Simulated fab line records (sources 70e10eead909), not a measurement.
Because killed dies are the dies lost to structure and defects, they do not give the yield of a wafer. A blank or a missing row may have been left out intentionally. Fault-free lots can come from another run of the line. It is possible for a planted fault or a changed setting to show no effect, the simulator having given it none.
Which tool was responsible?	flow nand_harc	72 wafers from 24 lots sampled at 6 of the route's 1159 steps

## WHAT EACH GAUGE READ, for each wafer
NHARC_P_M2_CD_MEAS_09: the cd target is 170 nm. Usual: 169.9 nm for cd_nm, sd 0.55.
lot	measured	on	cd_nm (nm)	flag
L074	day 5 18:13	cd_sem-03	169.6 169.8 169.6	
L075	day 6 16:01	cd_sem-01	170.2 170.3 169.8	
L076	day 6 17:17	cd_sem-02	169.1 169.2 169.5	
L077	day 6 19:52	cd_sem-02	170.2 170.9 169.8	
L078	day 7 01:39	cd_sem-03	169.7 170.2 169.5	
L079	day 7 09:01	cd_sem-01	169.6 169.8 170.1	
L080	day 7 22:53	cd_sem-01	170.2 170.4 170.0	
L082	day 8 00:02	cd_sem-02	170.7 170.2 169.8	
L081	day 8 01:11	cd_sem-03	169.9 170.3 169.6	
L084	day 8 09:02	cd_sem-01	169.5 169.5 168.8	
L083	day 8 09:43	cd_sem-03	169.2 169.4 169.2	
L085	day 9 11:19	cd_sem-01	171.1 170.4 171.0	
L088	day 9 12:14	cd_sem-02	169.7 169.7 169.6	
L086	day 9 12:41	cd_sem-03	169.3 169.8 169.7	
L087	day 10 01:43	cd_sem-03	171.0 171.4 171.2	
L090	day 10 09:18	cd_sem-02	170.3 169.8 170.0	
L089	day 10 12:32	cd_sem-02	170.1 170.1 170.0	
L091	day 10 14:37	cd_sem-03	170.5 169.7 169.4	
L092	day 10 15:33	cd_sem-03	169.9 170.1 170.3	
L094	day 11 01:16	cd_sem-02	169.2 169.8 169.9	
L093	day 11 05:57	cd_sem-01	170.0 169.4 169.1	
L095	day 11 10:50	cd_sem-03	169.5 170.0 169.4	
L096	day 11 13:02	cd_sem-03	170.0 170.6 170.3	
L097	day 12 06:03	cd_sem-03	170.1 170.0 170.1	

NHARC_A_ONON_D1_THK_MEAS_08: measures by ellipsometry. Usual: 1001 nm for thk_nm, sd 11.
lot	measured	on	thk_nm (nm)	flag
L074	day 7 03:05	film_metro-02	1009 1009 1011	
L075	day 8 01:33	film_metro-02	981 981 983	
L076	day 8 01:34	film_metro-01	1005 1005 1005	
L077	day 8 01:38	film_metro-02	995 996 995	
L078	day 8 11:33	film_metro-01	995 994 996	
L079	day 8 18:10	film_metro-02	1002 999 1001	
L080	day 9 09:09	film_metro-02	1004 1005 1004	
L082	day 9 09:07	film_metro-01	993 991 992	
L081	day 9 09:06	film_metro-02	1008 1011 1011	
L084	day 9 23:36	film_metro-02	992 992 993	
L083	day 9 23:39	film_metro-02	1006 1008 1006	
L085	day 10 19:41	film_metro-02	1000 1001 1001	
L088	day 10 19:45	film_metro-01	991 990 993	
L086	day 10 19:42	film_metro-02	1002 1002 1000	
L087	day 11 10:44	film_metro-02	985 986 989	
L090	day 11 19:10	film_metro-01	1002 1004 1003	
L089	day 11 19:10	film_metro-02	1016 1015 1016	
L091	day 12 02:52	film_metro-02	1019 1019 1020	
L092	day 12 02:55	film_metro-01	1007 1007 1006	
L094	day 12 10:07	film_metro-02	993 991 992	
L093	day 12 14:29	film_metro-01	986 986 984	
L095	day 12 19:32	film_metro-02	1003 1004 1003	
L096	day 12 19:30	film_metro-01	1001 1000 1002	
L097	day 13 14:23	film_metro-02	1027 1026 1027	

## EACH LOT AND THE TOOL THAT RAN IT (in order: tool; ch and the chambers of the sampled wafers; start)
lot	NHARC_P_M0_ANNEAL_30	NHARC_P_M2_DESCUM_14	NHARC_P_M2_ETCH_15	NHARC_P_M2_STRIP_18
L074	rtp_anneal-01 ch 0, day 5 11:57	rie_diel-03 ch 1,2,3, day 5 18:28	rie_diel-03 ch 1,2,3, day 5 18:55 or earlier	rie_diel-03 ch 0,1,3, day 5 18:55
L075	rtp_anneal-02 ch 0, day 6 09:39	rie_diel-03 ch 1,2,3, day 6 16:13	rie_diel-03 ch 0,1, day 6 16:36 or earlier	rie_diel-03 ch 0,1,3, day 6 16:36
L076	rtp_anneal-01 ch 0, day 6 11:00	rie_diel-03 ch 0,1,3, day 6 17:28	rie_diel-03 ch 0,1,3, day 6 17:52 or earlier	rie_diel-03 ch 1,2,3, day 6 17:52
L077	rtp_anneal-02 ch 0, day 6 13:45	rie_diel-04 ch 0,3, day 6 20:04	rie_diel-04 ch 0,2, day 6 20:30 or earlier	rie_diel-03 ch 1,2, day 6 20:30
L078	rtp_anneal-01 ch 0, day 6 19:07	rie_diel-03 ch 0,1,2, day 7 01:51	rie_diel-03 ch 1,2, day 7 02:16 or earlier	rie_diel-03 ch 0,3, day 7 02:16
L079	rtp_anneal-02 ch 0, day 7 02:52	rie_diel-03 ch 2,3, day 7 09:11	rie_diel-03 ch 0,1,2, day 7 09:35 or earlier	rie_diel-03 ch 2,3, day 7 09:35
L080	rtp_anneal-01 ch 0, day 7 16:38	rie_diel-03 ch 0,1,2, day 7 23:05	rie_diel-03 ch 0,2,3, day 7 23:28 or earlier	rie_diel-03 ch 0,1,3, day 7 23:28
L082	rtp_anneal-02 ch 0, day 7 17:17	rie_diel-04 ch 1,2, day 8 00:14	rie_diel-04 ch 1,2,3, day 8 00:37 or earlier	rie_diel-03 ch 0,1,3, day 8 00:37
L081	rtp_anneal-02 ch 0, day 7 17:47	rie_diel-04 ch 0,2,3, day 8 01:23	rie_diel-04 ch 0,2,3, day 8 02:15 or earlier	rie_diel-04 ch 0,1,2, day 8 02:15
L084	rtp_anneal-01 ch 0, day 8 02:44	rie_diel-03 ch 1,3, day 8 09:14	rie_diel-03 ch 0,1,3, day 8 09:38 or earlier	rie_diel-03 ch 0,3, day 8 09:38
L083	rtp_anneal-02 ch 0, day 8 03:28	rie_diel-03 ch 0,1,3, day 8 09:56	rie_diel-03 ch 0,3, day 8 10:22 or earlier	rie_diel-03 ch 1,2,3, day 8 10:22
L085	rtp_anneal-01 ch 0, day 9 04:46	rie_diel-03 ch 2,3, day 9 11:31	rie_diel-03 ch 0,1,2, day 9 11:55 or earlier	rie_diel-04 ch 2,3, day 9 11:55
L088	rtp_anneal-01 ch 0, day 9 05:19	rie_diel-03 ch 2,3, day 9 12:25	rie_diel-03 ch 0,1,3, day 9 12:47 or earlier	rie_diel-13 ch 1,2, day 9 12:47
L086	rtp_anneal-02 ch 0, day 9 06:13	rie_diel-03 ch 1,2,3, day 9 12:52	rie_diel-03 ch 0,1,3, day 9 13:14 or earlier	rie_diel-13 ch 1,3, day 9 13:14
L087	rtp_anneal-01 ch 0, day 9 19:35	rie_diel-13 ch 0,1, day 10 01:54	rie_diel-13 ch 1,2, day 10 02:37 or earlier	rie_diel-04 ch 0,1,3, day 10 02:37
L090	rtp_anneal-02 ch 0, day 10 02:52	rie_diel-03 ch 0,2,3, day 10 09:30	rie_diel-03 ch 0,1, day 10 09:52 or earlier	rie_diel-03 ch 0,1,3, day 10 09:52
L089	rtp_anneal-01 ch 0, day 10 06:15	rie_diel-04 ch 1,3, day 10 12:44	rie_diel-04 ch 0,1,2, day 10 13:10 or earlier	rie_diel-04 ch 0,2,3, day 10 13:10
L091	rtp_anneal-01 ch 0, day 10 06:52	rie_diel-03 ch 1,2,3, day 10 14:48	rie_diel-03 ch 0,1,2, day 10 15:10 or earlier	rie_diel-04 ch 0,1,2, day 10 15:10
L092	rtp_anneal-02 ch 0, day 10 09:01	rie_diel-03 ch 0,1, day 10 15:45	rie_diel-03 ch 0,3, day 10 16:07 or earlier	rie_diel-04 ch 1,2, day 10 16:07
L094	rtp_anneal-01 ch 0, day 10 18:59	rie_diel-04 ch 0,3, day 11 01:28	rie_diel-04 ch 0,1, day 11 01:53 or earlier	rie_diel-04 ch 0,1,2, day 11 01:53
L093	rtp_anneal-01 ch 0, day 10 23:40	rie_diel-03 ch 1,2,3, day 11 06:08	rie_diel-03 ch 0,2,3, day 11 06:31 or earlier	rie_diel-03 ch 1,2, day 11 06:31
L095	rtp_anneal-02 ch 0, day 11 04:34	rie_diel-03 ch 1,3, day 11 11:01	rie_diel-03 ch 0,2,3, day 11 11:23 or earlier	rie_diel-04 ch 1,2, day 11 11:23
L096	rtp_anneal-02 ch 0, day 11 06:37	rie_diel-03 ch 1,2, day 11 13:13	rie_diel-03 ch 0,3, day 11 13:37 or earlier	rie_diel-03 ch 0,3, day 11 13:37
L097	rtp_anneal-02 ch 0, day 11 23:32	rie_diel-13 ch 0,1,2, day 12 06:15	rie_diel-13 ch 1,2,3, day 12 07:05 or earlier	rie_diel-03 ch 0,1,2, day 12 07:05
- NHARC_P_M0_ANNEAL_30: time 90 s.
- NHARC_P_M2_DESCUM_14: chemistry O2, time 3 s.
- NHARC_P_M2_ETCH_15: etches the open film in C4F8/Ar, target depth 182.5 nm, time 91.2 s.
- NHARC_P_M2_STRIP_18: strips in N2/H2.

## WHAT THE TOOLS THEMSELVES READ (means of the sampled wafers that have a number; where no wafer has one, the mark that the record gives instead)
NHARC_P_M0_ANNEAL_30. Usual: 226.2 for wafer_temp_C_max, sd 0.38.
lot	tool	wafer_temp_C_max	flag
L074	rtp_anneal-01	225.8	
L075	rtp_anneal-02	226.5	
L076	rtp_anneal-01	226.1	
L077	rtp_anneal-02	226.3	
L078	rtp_anneal-01	226.0	
L079	rtp_anneal-02	226.6	
L080	rtp_anneal-01	225.8	
L082	rtp_anneal-02	226.6	
L081	rtp_anneal-02	226.6	
L084	rtp_anneal-01	225.7	
L083	rtp_anneal-02	226.4	
L085	rtp_anneal-01	226.3	
L088	rtp_anneal-01	226.0	
L086	rtp_anneal-02	226.4	
L087	rtp_anneal-01	225.8	
L090	rtp_anneal-02	226.1	
L089	rtp_anneal-01	226.1	
L091	rtp_anneal-01	226.0	
L092	rtp_anneal-02	226.5	
L094	rtp_anneal-01	226.1	
L093	rtp_anneal-01	225.8	
L095	rtp_anneal-02	226.4	
L096	rtp_anneal-02	226.6	
L097	rtp_anneal-02	226.8	

NHARC_P_M2_DESCUM_14. Usual: drypump_motor_current_A 5.61 A, standard deviation 0.27; mfc_ar_sccm 0.019 sccm, standard deviation 0.014; oes_product_au 0.997 a.u., standard deviation 0.0067; rf_vpp_V 57.8 V, standard deviation 0.85; showerhead_plenum_p_Torr 1.89 Torr, standard deviation 0.045; throttle_valve_pct 11.313 %, standard deviation 0.0081.
lot	tool	drypump_motor_current_A (A)	mfc_ar_sccm (sccm)	oes_product_au (a.u.)	rf_vpp_V (V)	showerhead_plenum_p_Torr (Torr)	throttle_valve_pct (%)	flag
L074	rie_diel-03	5.54	0.027	0.996	58.2	1.90	11.320	
L075	rie_diel-03	5.54	0.027	0.988	57.5	1.90	11.318	
L076	rie_diel-03	5.72	0.015	0.996	57.0	1.88	11.308	
L077	rie_diel-04	5.36	0.019	1.002	58.1	1.84	11.311	
L078	rie_diel-03	5.67	0.018	0.997	57.1	1.90	11.311	
L079	rie_diel-03	5.45	0.035	0.998	57.5	1.89	11.320	
L080	rie_diel-03	5.67	0.018	0.996	57.5	1.90	11.314	
L082	rie_diel-04	5.72	0.018	1.004	58.0	1.90	11.313	
L081	rie_diel-04	5.37	0.017	0.988	56.8	1.88	11.312	
L084	rie_diel-03	5.62	0.019	0.994	57.8	1.91	11.319	
L083	rie_diel-03	5.73	0.015	0.996	57.1	1.88	11.314	
L085	rie_diel-03	5.51	0.032	1.000	57.7	1.88	11.310	
L088	rie_diel-03	5.45	0.035	0.994	57.4	1.89	11.314	
L086	rie_diel-03	5.52	0.027	0.994	57.9	1.90	11.307	
L087	rie_diel-13	5.40	0.009	0.994	57.3	1.93	11.312	
L090	rie_diel-03	5.61	0.023	1.002	57.5	1.87	11.311	
L089	rie_diel-04	5.58	0.012	0.996	57.9	1.92	11.316	
L091	rie_diel-03	5.54	0.027	1.002	57.8	1.90	11.317	
L092	rie_diel-03	5.76	0.010	0.997	58.5	1.91	11.307	
L094	rie_diel-04	5.16	0.012	0.994	58.8	1.89	11.312	
L093	rie_diel-03	5.55	0.027	0.995	58.5	1.90	11.311	
L095	rie_diel-03	5.60	0.024	1.003	57.5	1.88	11.320	
L096	rie_diel-03	5.49	0.031	1.000	57.6	1.92	11.311	
L097	rie_diel-13	5.50	0.009	0.993	58.4	1.87	11.308	

NHARC_P_M2_ETCH_15. Usual: oes_product_au 0.949 a.u., standard deviation 0.022; rf_vpp_V 439.9 V, standard deviation 1.6.
lot	tool	oes_product_au (a.u.)	rf_vpp_V (V)	flag
L074	rie_diel-03	0.946	440.4	
L075	rie_diel-03	0.971	440.3	
L076	rie_diel-03	0.964	440.4	
L077	rie_diel-04	0.959	439.3	
L078	rie_diel-03	0.928	440.7	
L079	rie_diel-03	0.978	441.2	
L080	rie_diel-03	0.922	439.4	
L082	rie_diel-04	0.918	441.2	
L081	rie_diel-04	0.924	439.8	
L084	rie_diel-03	0.972	439.6	
L083	rie_diel-03	0.921	438.2	
L085	rie_diel-03	0.914	440.3	
L088	rie_diel-03	0.973	439.4	
L086	rie_diel-03	0.970	440.1	
L087	rie_diel-13	0.925	439.0	
L090	rie_diel-03	0.971	440.3	
L089	rie_diel-04	0.937	438.6	
L091	rie_diel-03	0.968	440.9	
L092	rie_diel-03	0.965	438.1	
L094	rie_diel-04	0.930	439.1	
L093	rie_diel-03	0.965	439.9	
L095	rie_diel-03	0.940	439.5	
L096	rie_diel-03	0.968	438.7	
L097	rie_diel-13	0.939	437.6	

NHARC_P_M2_STRIP_18. Usual: drypump_motor_current_A is 5.61 A with standard deviation 0.3, h2_flow_sccm is 149.9 sccm with standard deviation 0.43, mfc_ar_sccm is 0.018 sccm with standard deviation 0.013, oes_product_au is 0.999 a.u. with standard deviation 0.0071, rf_vpp_V is 90.6 V with standard deviation 0.81, showerhead_plenum_p_Torr is 2.01 Torr with standard deviation 0.051, and throttle_valve_pct is 14.171 % with standard deviation 0.0087.
lot	tool	drypump_motor_current_A (A)	h2_flow_sccm (sccm)	mfc_ar_sccm (sccm)	oes_product_au (a.u.)	rf_vpp_V (V)	showerhead_plenum_p_Torr (Torr)	throttle_valve_pct (%)	flag
L074	rie_diel-03	5.69	149.7	0.015	0.997	90.3	2.01	14.172	
L075	rie_diel-03	5.71	150.1	0.015	0.996	90.4	2.01	14.177	
L076	rie_diel-03	5.55	149.7	0.027	1.003	91.1	2.03	14.172	
L077	rie_diel-03	5.60	149.7	0.023	1.000	90.4	2.06	14.178	
L078	rie_diel-03	5.82	149.3	0.010	1.004	89.9	1.97	14.176	
L079	rie_diel-03	5.49	149.8	0.032	0.993	90.9	2.00	14.173	
L080	rie_diel-03	5.73	149.4	0.015	1.000	91.0	2.01	14.164	
L082	rie_diel-03	5.73	150.2	0.015	0.998	90.5	2.01	14.165	
L081	rie_diel-04	5.70	150.1	0.021	1.004	89.9	1.99	14.163	
L084	rie_diel-03	5.83	149.9	0.010	0.996	90.0	1.97	14.172	
L083	rie_diel-03	5.53	149.9	0.027	0.997	90.3	2.03	14.178	
L085	rie_diel-04	5.18	149.8	0.009	1.001	91.5	2.05	14.168	
L088	rie_diel-13	5.47	150.0	0.018	1.004	90.3	1.97	14.169	
L086	rie_diel-13	6.13	149.6	0.009	0.992	90.0	1.93	14.175	
L087	rie_diel-04	5.45	150.0	0.016	0.998	91.2	2.00	14.172	
L090	rie_diel-03	5.71	149.7	0.015	0.998	90.8	2.01	14.175	
L089	rie_diel-04	5.37	150.0	0.017	1.001	90.3	1.99	14.170	
L091	rie_diel-04	5.68	150.3	0.021	1.000	89.9	1.99	14.166	
L092	rie_diel-04	5.82	150.0	0.017	1.008	90.0	2.03	14.167	
L094	rie_diel-04	5.69	149.7	0.021	1.006	90.9	1.99	14.170	
L093	rie_diel-03	5.47	150.1	0.031	0.994	91.2	2.05	14.162	
L095	rie_diel-04	5.80	149.8	0.017	1.003	90.6	2.03	14.176	
L096	rie_diel-03	5.82	150.2	0.010	0.997	91.1	1.97	14.171	
L097	rie_diel-03	5.69	149.8	0.018	0.993	90.6	2.02	14.173	

## THE ANSWER, worked out from the rows above alone
Rule: lot off if the mean of its wafers having a number is beyond 3 standard deviations from the usual mean. Also off: a lot with no number at a reading for which 4 or more lots have one. All remaining lots with rows at the step are treated as sound. The gauges are gone through in route order, then the tools' own readings, and for those a lot's mean is taken as printed above. At the first step where some lot is off, the reading lying furthest off is the one used; lots without a number count as furthest.
None of the lots is off at any reading shown; this tells nothing.

## WHAT WAS PUT IN BY THE SIMULATOR
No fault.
